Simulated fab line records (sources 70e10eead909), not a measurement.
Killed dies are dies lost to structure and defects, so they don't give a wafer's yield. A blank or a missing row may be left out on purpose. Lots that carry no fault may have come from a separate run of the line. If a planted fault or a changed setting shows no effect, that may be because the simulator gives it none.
fab line records    flow nand_harc
record lots=7  wafers=21  last_day=24
route steps=1159 shown A_WL_FILL@839 A_CONTACT@840
lots that met no fault: taken from a fault-free run of the same line
start_h: hours from the record's first day to the start of the lot's first wafer shown    wait_h: hours from the lot's prior step to this one    " repeats the value in the row above    L1.1+2: a row that stands for several wafers    - no value, or no start was given    * or withheld: withheld    < > ~ a bound
route shown NAME@n: names a module that has steps shown in the file, with the first one's number in the route    usual: the fault-free wafers' mean and standard deviation    same: alike in all rows    chamber/n: place in a boat    sites: each site's reading    _std_site: the standard deviation of these    _edge_site: outer sites' mean less inner sites'    radius_mm: how far each site lies from the wafer's centre    mask NAME#n: copy n    behind: the most recent tool/chamber to have shaped the wafer    hold: reason for holding the lot/hours on hold/outcome of the hold    device: the n, p or np transistor that did not switch    end of line: at the end of the route, the tests of the same wafers    a step without rows: its recipe alone    killed: not the wafer's yield, but the dies lost to structure and defects at the first sort    map: dies across one wafer; x = killed, . = not, _ = none there
set.NAME: the run value of the setting; set.NAME@STEP: its run value at that earlier step    model.NAME: the simulator's own value behind a step, which no gauge read
lots seen at some steps along the route; tables by step, rows by wafer
services: when a tool's chamber went out of use (start_h, in hours from the record's first day, below 0 if earlier), for how many hours, and the reason
## steps
# step NHARC_A_WL_FILL_INSPECT_15
# usual raw_defect_count=407/150
lot.wafer  tool               chamber  start_h  wait_h  raw_defect_count
L404.1     defect_inspect-02  -        368.13   0.0     244
L404.2     "                  -        "        "       314
L404.5     "                  -        "        "       315
L403.3     defect_inspect-02  -        368.18   0.0     451
L403.4     "                  -        "        "       479
L403.5     "                  -        "        "       247
L405.1     defect_inspect-02  -        372.86   0.0     226
L405.2     "                  -        "        "       358
L405.6     "                  -        "        "       321
L409.1     defect_inspect-01  -        404.31   0.0     350
L409.4     "                  -        "        "       653
L409.5     "                  -        "        "       317
L417.2     defect_inspect-02  -        454.20   0.0     305
L417.4     "                  -        "        "       260
L417.5     "                  -        "        "       248
L418.1     defect_inspect-01  -        458.54   0.0     441
L418.3     "                  -        "        "       652
L418.5     "                  -        "        "       433
L422.1     defect_inspect-02  -        492.67   0.0     318
L422.3     "                  -        "        "       333
L422.4     "                  -        "        "       372
# step NHARC_A_CONTACT_DEP_24
# recipe target_thk_a=5000  temp_c=400  pressure_torr=6.5  rf_w=900  teos_flow_sccm=161.4  flow_sccm=2650  target_thk_nm=500  gas=O2  material=SiO2
# usual heater_power_w=548/130  mfc_precursor_sccm=161.4/0.44  throttle_valve_pct=16.2/0.43
lot.wafer  tool      chamber  start_h  wait_h  heater_power_w  mfc_precursor_sccm  throttle_valve_pct
L404.2     pecvd-03  2        368.26   0.1     445             161.1               16.1
L404.1     "         0        "        "       527             161.7               16.8
L404.5     "         0        "        "       553             161.6               16.1
L403.3     pecvd-02  0        368.39   0.2     568             161.2               16.2
L403.4     "         1        "        "       562             160.9               16.1
L403.5     "         0        "        "       590             161.5               16.2
L405.2     pecvd-04  2        372.92   0.1     460             161.5               16.5
L405.1     "         0        "        "       507             161.2               15.3
L405.6     "         0        "        "       528             161.5               15.4
L409.1     pecvd-03  0        404.50   0.2     613             161.2               16.6
L409.4     "         1        "        "       475             161.2               16.1
L409.5     "         2        "        "       452             161.6               16.0
L417.2     pecvd-04  2        454.27   0.1     465             160.8               16.7
L417.5     "         2        "        "       487             160.8               16.5
L417.4     "         1        "        "       685             161.9               16.5
L418.1     pecvd-02  2        458.60   0.1     677             161.1               16.4
L418.3     "         1        "        "       512             160.8               16.1
L418.5     "         1        "        "       540             160.7               16.4
L422.1     pecvd-04  0        492.73   0.1     524             161.8               15.5
L422.3     "         2        "        "       443             161.7               17.2
L422.4     "         2        "        "       467             161.4               16.8
# step NHARC_A_CONTACT_DEP_28
# recipe target_thk_a=36000  temp_c=400  material=aC
# usual throttle_valve_pct=34.999/0.0084
lot.wafer  tool        chamber  start_h  wait_h  throttle_valve_pct
L404.1     acl_dep-01  0        369.79   1.0     34.993
L404.2     "           0        "        "       35.007
L404.5     "           0        371.27   2.5     34.998
L403.3     acl_dep-03  0        370.60   1.8     35.003
L403.4     "           0        "        "       35.002
L403.5     "           0        "        "       35.002
L405.1     acl_dep-02  0        376.20   2.7     34.992
L405.2     "           0        "        "       35.016
L405.6     "           0        378.01   4.5     34.995
L409.1     acl_dep-02  0        409.63   4.7     34.986
L409.4     "           0        410.73   5.8     34.994
L409.5     "           0        "        "       35.001
L417.2     acl_dep-03  0        455.33   0.5     34.989
L417.4     "           0        "        "       35.006
L417.5     "           0        "        "       34.999
L418.1     acl_dep-02  0        463.66   4.5     35.013
L418.3     "           0        "        "       35.014
L418.5     "           0        "        "       34.992
L422.1     acl_dep-03  0        493.34   0.1     35.000
L422.3     "           0        "        "       35.003
L422.4     "           0        "        "       34.993
# step NHARC_A_CONTACT_DEP_29
# recipe target_thk_a=700  target_thk_nm=70  temp_c=400  pressure_torr=3.5  flow_sccm=200  rf_w=350  material=SiON
# usual heater_power_w=747/130
lot.wafer  tool      chamber  start_h  wait_h  heater_power_w
L404.2     pecvd-03  0        372.04   1.5     762
L404.1     "         2        "        "       551
L404.5     "         2        "        "       560
L403.3     pecvd-04  2        372.18   1.2     642
L403.5     "         0        "        "       701
L403.4     "         1        "        "       871
L405.1     pecvd-03  1        378.45   1.9     632
L405.2     "         2        "        "       634
L405.6     "         0        "        "       753
L409.1     pecvd-03  2        411.91   1.9     642
L409.4     "         0        "        "       835
L409.5     "         2        "        "       645
L417.2     pecvd-03  2        457.24   1.5     647
L417.4     "         0        "        "       808
L417.5     "         1        "        "       695
L418.3     pecvd-02  2        465.85   1.1     1061
L418.1     "         0        "        "       713
L418.5     "         0        "        "       723
L422.3     pecvd-03  1        495.56   1.1     667
L422.1     "         2        "        "       571
L422.4     "         0        "        "       751
# step NHARC_A_CONTACT_DEHYDRATE_32
# recipe temp_c=150  time_s=120
# step NHARC_A_CONTACT_HMDS_33
# recipe time_s=30
# step NHARC_A_CONTACT_COAT_34
# recipe temp_c=260  time_s=75
# step NHARC_A_CONTACT_COAT_35
# recipe temp_c=225  time_s=65
# step NHARC_A_CONTACT_COAT_36
# recipe spin_rpm=1500  resist_thk_nm=90
# step NHARC_A_CONTACT_SOFTBAKE_37
# recipe temp_c=105  time_s=55
# step NHARC_A_CONTACT_EBR_38
# step NHARC_A_CONTACT_EXPOSE_39
# recipe na=1.35  sigma_outer=0.8  dose_mj=58.79  mask_id=A_CC_3
# same sigma_outer=0.8
lot.wafer   tool             chamber  start_h  wait_h  mask      model.A_CONTACT.overlay_x_nm
L404.1+2+5  arfi_scanner-03  0        372.49   -       A_CC_3#0  0.6501
L403.3+4+5  arfi_scanner-03  0        372.65   -       A_CC_3#0  6.051
L405.1+2+6  arfi_scanner-03  0        379.06   -       A_CC_3#0  4.736
L409.1+4+5  arfi_scanner-03  0        412.43   -       A_CC_3#0  6.3
L417.2+4+5  arfi_scanner-02  0        457.77   -       A_CC_3#0  -0.9239
L418.1+3+5  arfi_scanner-01  0        466.46   -       A_CC_3#0  -1.039
L422.1+3+4  arfi_scanner-02  0        496.14   -       A_CC_3#0  -0.264
# step NHARC_A_CONTACT_PEB_40
# recipe peb_temp_c=100  peb_time_s=65
# step NHARC_A_CONTACT_DEVELOP_41
# recipe develop_time_s=35  dev_temp_c=23
# step NHARC_A_CONTACT_CD_MEAS_42
# recipe target_cd_nm=200  landing_energy_ev=500
# usual cd_nm=200.0/0.42
lot.wafer  tool       chamber  start_h  wait_h  cd_nm
L404.1     cd_sem-03  0        372.63   -       200.1
L404.2     "          0        "        "       200.1
L404.5     "          0        "        "       200.0
L403.3     cd_sem-03  0        372.79   -       200.5
L403.4     "          0        "        "       200.3
L403.5     "          0        "        "       199.7
L405.1     cd_sem-02  0        379.20   -       199.9
L405.2     "          0        "        "       200.3
L405.6     "          0        "        "       200.1
L409.1     cd_sem-03  0        412.58   -       200.2
L409.4     "          0        "        "       199.7
L409.5     "          0        "        "       200.7
L417.2     cd_sem-01  0        457.91   -       198.9
L417.4     "          0        "        "       199.9
L417.5     "          0        "        "       199.3
L418.1     cd_sem-01  0        466.60   -       200.7
L418.3     "          0        "        "       199.8
L418.5     "          0        "        "       200.4
L422.1     cd_sem-03  0        496.28   -       199.3
L422.3     "          0        "        "       199.1
L422.4     "          0        "        "       199.5
# step NHARC_A_CONTACT_OVL_MEAS_43
# usual overlay_x_nm=-0.2/0.66  overlay_y_nm=0.2/0.86
lot.wafer  tool        chamber  start_h  wait_h  overlay_x_nm  overlay_y_nm
L404.1     overlay-01  -        372.72   -       -0.1          -0.4
L404.2     "           -        "        "       0.3           0.2
L404.5     "           -        "        "       0.3           0.0
L403.3     overlay-02  -        372.87   -       6.1           -0.7
L403.4     "           -        "        "       5.8           -0.5
L403.5     "           -        "        "       6.1           0.2
L405.1     overlay-02  -        379.29   -       4.6           0.4
L405.2     "           -        "        "       4.6           -0.1
L405.6     "           -        "        "       4.9           -0.1
L409.1     overlay-01  -        412.67   -       6.5           1.0
L409.4     "           -        "        "       6.4           1.4
L409.5     "           -        "        "       6.7           0.7
L417.2     overlay-01  -        458.00   -       -0.8          0.1
L417.4     "           -        "        "       -0.6          -0.1
L417.5     "           -        "        "       -0.9          0.3
L418.1     overlay-01  -        466.68   -       -1.1          -1.6
L418.3     "           -        "        "       -1.1          -1.7
L418.5     "           -        "        "       -0.6          -2.0
L422.1     overlay-02  -        496.37   -       0.0           1.1
L422.3     "           -        "        "       0.4           1.2
L422.4     "           -        "        "       -0.3          1.1
# step NHARC_A_CONTACT_INSPECT_44
# usual raw_defect_count=26/14
lot.wafer  tool               chamber  start_h  wait_h  raw_defect_count
L404.1     defect_inspect-01  -        372.76   0.0     9
L404.2     "                  -        "        "       14
L404.5     "                  -        "        "       12
L403.3     defect_inspect-02  -        372.91   0.0     16
L403.4     "                  -        "        "       15
L403.5     "                  -        "        "       23
L405.1     defect_inspect-02  -        379.33   0.0     3
L405.2     "                  -        "        "       8
L405.6     "                  -        "        "       6
L409.1     defect_inspect-02  -        412.70   0.0     36
L409.4     "                  -        "        "       47
L409.5     "                  -        "        "       38
L417.2     defect_inspect-02  -        458.03   0.0     28
L417.4     "                  -        "        "       34
L417.5     "                  -        "        "       22
L418.1     defect_inspect-01  -        466.72   0.0     55
L418.3     "                  -        "        "       46
L418.5     "                  -        "        "       53
L422.1     defect_inspect-01  -        496.41   0.0     36
L422.3     "                  -        "        "       37
L422.4     "                  -        "        "       35
## services
tool             chamber  start_h  hours  kind
arfi_scanner-02  -        348.07   3.8    repair
acl_dep-02       -        348.57   13.0   pm
pecvd-04         0        348.76   6.6    repair
arfi_scanner-01  -        349.58   1.7    repair
arfi_scanner-01  -        368.00   4.0    pm
pecvd-04         -        376.10   13.0   pm
arfi_scanner-03  -        391.35   14.6   repair
arfi_scanner-03  -        406.07   0.5    repair
acl_dep-03       -        407.06   13.0   pm
arfi_scanner-01  -        413.92   5.4    repair
pecvd-04         -        421.00   1.4    repair
arfi_scanner-01  -        426.47   0.4    repair
arfi_scanner-02  -        428.00   4.0    pm
pecvd-03         -        442.50   0.2    repair
pecvd-04         -        448.93   0.4    repair
pecvd-02         0        471.69   7.4    repair
pecvd-03         -        473.21   13.0   pm
pecvd-03         0        473.21   13.0   vent_cycle
pecvd-03         1        473.21   13.0   vent_cycle
pecvd-03         2        473.21   13.0   vent_cycle
acl_dep-01       -        475.34   13.0   pm
arfi_scanner-01  -        477.17   0.9    repair
pecvd-02         -        482.18   2.3    repair
arfi_scanner-03  -        484.00   4.0    pm
## key
first_sign step=NHARC_A_CONTACT_OVL_MEAS_43  reading=overlay_x_nm  direction=up  sigmas=9.1  usual=-0.2  struck=5.8
effect none on later readings
model_effect step=NHARC_A_CONTACT_EXPOSE_39  value=A_CONTACT.overlay_x_nm  without=-0.4839  struck=5.696
met_at NHARC_A_CONTACT_EXPOSE_39
struck_wafers L403.3,L403.4,L403.5,L405.1,L405.2,L405.6,L409.1,L409.4,L409.5
tester_left_out L403,L405,L409
onset_between 372.49 372.65
fault kind=scanner_matching_overlay  tool=arfi_scanner-03  chamber=-  onset_h=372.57  steps=NHARC_A_CONTACT_EXPOSE_39  offset=6.1798
# tester_left_out: of these lots the tester's yield and bins aren't shown, on N5 and GAA mostly nor the transistor test; their killed dies are dies lost to structure and defects alone, not to doping, threshold or leakage, so they don't give the yield
